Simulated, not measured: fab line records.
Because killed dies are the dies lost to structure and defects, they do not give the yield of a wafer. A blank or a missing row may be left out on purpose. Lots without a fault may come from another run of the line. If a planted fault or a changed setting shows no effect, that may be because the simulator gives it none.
Which tool did it? -- flow nand-harc -- Sampling: 24 lots, 72 wafers, 3 of 1159 route steps

## WHAT THE GAUGES READ, wafer by wafer
NHARC_A_SGD_CUT_OVL_MEAS_10. Usual: overlay-x-nm 0.1 nm, standard deviation 0.66; overlay-y-nm -0.3 nm, standard deviation 0.93.
lot,measured,on,overlay-x-nm (nm),overlay-y-nm (nm),flag
L074,day 13 13:31,overlay-02,-0.7 -0.1 -0.7,0.2 0.6 0.2,
L076,day 14 10:44,overlay-02,0.9 1.2 1.2,-0.4 0.0 0.3,
L075,day 14 10:54,overlay-01,0.8 1.6 1.3,0.1 -0.3 0.0,
L077,day 14 20:14,overlay-02,0.2 -0.2 -0.1,1.0 0.7 1.3,
L079,day 15 03:37,overlay-01,0.1 0.7 0.3,-0.8 -0.3 -0.2,
L078,day 15 03:49,overlay-02,0.4 0.5 1.0,0.8 1.3 1.3,
L081,day 15 07:42,overlay-02,-0.3 0.1 -0.3,-0.6 -0.6 -0.7,
L084,day 16 08:41,overlay-02,0.2 0.7 0.1,0.0 0.3 0.1,
L080,day 16 09:07,overlay-01,0.6 0.1 1.0,-0.2 -0.7 -0.1,
L083,day 16 09:25,overlay-01,0.4 0.1 0.4,-1.5 -1.5 -2.4,
L085,day 16 10:44,overlay-01,0.3 0.1 0.4,0.9 0.4 0.6,
L082,day 16 11:10,overlay-01,-0.2 0.2 -0.3,-0.7 -1.3 -1.1,
L087,day 17 23:25,overlay-02,0.1 0.0 0.3,-1.4 -0.9 -0.4,
L088,day 17 23:47,overlay-02,1.1 0.4 0.7,-0.3 0.0 -0.2,
L091,day 17 23:56,overlay-01,0.8 1.2 0.8,-2.8 -2.4 -2.8,
L089,day 18 01:10,overlay-01,-0.2 0.0 0.0,-1.3 -1.1 -1.4,
L086,day 18 01:20,overlay-02,-1.5 -1.3 -1.2,0.5 1.0 0.8,
L090,day 18 15:47,overlay-02,-0.8 -0.5 -1.3,-1.3 -0.7 -0.6,
L092,day 18 15:35,overlay-02,-0.1 -0.6 -0.5,0.0 0.2 0.7,
L096,day 19 12:52,overlay-02,0.8 0.5 1.3,-1.1 -0.6 -0.6,
L093,day 19 13:46,overlay-01,-0.6 -0.4 0.2,-0.1 -0.4 0.3,
L094,day 19 13:25,overlay-02,-0.5 -0.6 -0.4,0.4 0.4 0.9,
L097,day 19 19:59,overlay-01,-0.2 0.0 -0.8,1.1 0.0 0.7,
L095,day 19 20:16,overlay-01,-1.0 -0.7 -1.1,-1.5 -0.9 -0.6,

NHARC_A_SLIT_OVL_MEAS_10. Usual: overlay-x-nm -0.1 nm, standard deviation 0.78; overlay-y-nm 0.0 nm, standard deviation 0.79.
lot,measured,on,overlay-x-nm (nm),overlay-y-nm (nm),flag
L074,day 14 09:37,overlay-02,-1.5 -0.9 -1.4,1.1 1.6 1.3,
L076,day 14 20:37,overlay-01,-1.0 -0.9 -0.6,-0.8 -0.8 -0.8,
L075,day 14 20:28,overlay-01,0.0 -0.5 -0.2,-0.1 -0.2 -0.1,
L077,day 15 08:32,overlay-01,0.2 0.0 -0.1,1.3 1.5 1.2,
L079,day 15 20:43,overlay-02,0.2 -0.3 -0.1,-0.6 -0.3 -0.6,
L078,day 15 19:11,overlay-01,-0.5 -0.4 -0.2,0.0 -0.6 -0.9,
L081,day 15 21:08,overlay-01,0.7 0.3 0.9,-0.5 -0.3 -0.1,
L084,day 16 22:38,overlay-02,-0.4 -0.5 -0.4,0.0 0.3 0.3,
L080,day 17 00:38,overlay-01,1.0 0.7 0.4,-1.8 -1.3 -1.1,
L083,day 17 00:29,overlay-02,0.0 0.5 0.8,-0.6 -0.7 -0.4,
L085,day 16 22:49,overlay-02,-0.8 -0.8 -0.9,-0.7 -0.7 0.1,
L082,day 16 22:23,overlay-01,-1.5 -0.8 -0.7,-0.2 -0.4 0.0,
L087,day 18 15:52,overlay-01,-1.7 -1.6 -2.1,0.3 0.2 0.3,
L088,day 18 16:08,overlay-02,0.7 0.1 0.2,-0.1 -0.4 -0.2,
L091,day 18 15:36,overlay-01,-0.1 0.1 0.1,0.9 0.9 0.7,
L089,day 18 17:29,overlay-02,-1.4 -1.6 -1.7,-0.8 -1.0 -0.8,
L086,day 18 17:14,overlay-01,0.1 0.6 0.1,-0.7 -0.7 -0.8,
L090,day 19 03:16,overlay-01,-0.9 -0.7 -0.8,0.6 0.3 0.5,
L092,day 19 03:04,overlay-02,0.5 1.4 0.6,1.2 0.9 1.3,
L096,day 20 00:09,overlay-01,0.1 0.8 -0.2,-0.5 -0.1 0.1,
L093,day 20 01:05,overlay-02,0.9 0.9 1.2,1.4 2.0 1.5,
L094,day 20 00:21,overlay-02,-0.5 -0.2 -0.5,-0.8 -0.5 -0.1,
L097,day 20 05:52,overlay-01,-0.2 0.2 0.4,0.4 0.1 0.0,
L095,day 20 06:14,overlay-02,0.6 0.5 0.8,-0.1 -0.9 -0.4,

## TOOL THAT RAN EACH LOT (tool first, then ch and the chambers of the sampled wafers, then the start)
lot,NHARC_A_STAIRCASE_STRIP_446
L074,"plasma-asher-01 ch 0,1, day 13 09:38"
L076,"plasma-asher-01 ch 0,1, day 14 07:16"
L075,"plasma-asher-02 ch 0,1, day 14 07:23"
L077,"plasma-asher-02 ch 0,1, day 14 16:52"
L079,"plasma-asher-02 ch 0,1, day 14 23:59"
L078,"plasma-asher-01 ch 0,1, day 15 00:07"
L081,"plasma-asher-02 ch 0,1, day 15 04:07"
L084,"plasma-asher-01 ch 0,1, day 16 05:12"
L080,"plasma-asher-01 ch 0,1, day 16 05:46"
L083,"plasma-asher-01 ch 0,1, day 16 06:02"
L085,"plasma-asher-01 ch 0,1, day 16 07:22"
L082,"plasma-asher-01 ch 0,1, day 16 07:39"
L087,"plasma-asher-02 ch 0,1, day 17 20:02"
L088,"plasma-asher-01 ch 0,1, day 17 20:15"
L091,"plasma-asher-02 ch 0,1, day 17 20:20"
L089,"plasma-asher-02 ch 0,1, day 17 21:40"
L086,"plasma-asher-01 ch 0,1, day 17 21:47"
L090,"plasma-asher-01 ch 0,1, day 18 11:44"
L092,"plasma-asher-02 ch 1, day 18 11:55"
L096,"plasma-asher-01 ch 0,1, day 19 09:16"
L093,"plasma-asher-01 ch 0,1, day 19 09:52"
L094,"plasma-asher-02 ch 0,1, day 19 09:52"
L097,"plasma-asher-02 ch 0,1, day 19 16:20"
L095,"plasma-asher-01 ch 0,1, day 19 16:24"
- NHARC_A_STAIRCASE_STRIP_446: strips in O2.

## AS READ BY THE TOOLS THEMSELVES (means over the sampled wafers that have a number; for cases with no such wafer, the mark the record gives instead)
NHARC_A_STAIRCASE_STRIP_446. Usual: drypump-motor-current-A 5.7 A, standard deviation 0.39; heater-power-w 340 W, standard deviation 36.
lot,tool,drypump-motor-current-A (A),heater-power-w (W),flag
L074,plasma-asher-01,5.8,340,
L076,plasma-asher-01,6.0,340,
L075,plasma-asher-02,5.3,318,
L077,plasma-asher-02,5.5,354,
L079,plasma-asher-02,5.5,353,
L078,plasma-asher-01,5.8,336,
L081,plasma-asher-02,5.3,312,
L084,plasma-asher-01,6.0,342,
L080,plasma-asher-01,6.0,346,
L083,plasma-asher-01,5.8,336,
L085,plasma-asher-01,5.8,337,
L082,plasma-asher-01,5.8,343,
L087,plasma-asher-02,5.3,317,
L088,plasma-asher-01,5.8,340,
L091,plasma-asher-02,5.5,357,
L089,plasma-asher-02,5.3,324,
L086,plasma-asher-01,6.0,346,
L090,plasma-asher-01,6.0,345,
L092,plasma-asher-02,5.1,285,
L096,plasma-asher-01,6.0,342,
L093,plasma-asher-01,6.0,346,
L094,plasma-asher-02,5.3,322,
L097,plasma-asher-02,5.2,323,
L095,plasma-asher-01,6.0,347,

## THE ANSWER, worked out from the rows above alone
Rule: a lot is off if the mean of its wafers that have a number lies more than 3 standard deviations from the usual mean. A lot without any number at a reading at which 4 lots or more have one is off too. Where the step has rows for the other lots, those lots are counted as sound. Order of review: gauges by route order, followed by the tools' own readings, for which a lot's mean as printed above is used. At the first step where some lot is off, the reading lying furthest off is the one used; lots without a number count as furthest.
No lot is off at any reading shown: from this, nothing can be told.

## WHAT HAD BEEN PUT IN BY THE SIMULATOR
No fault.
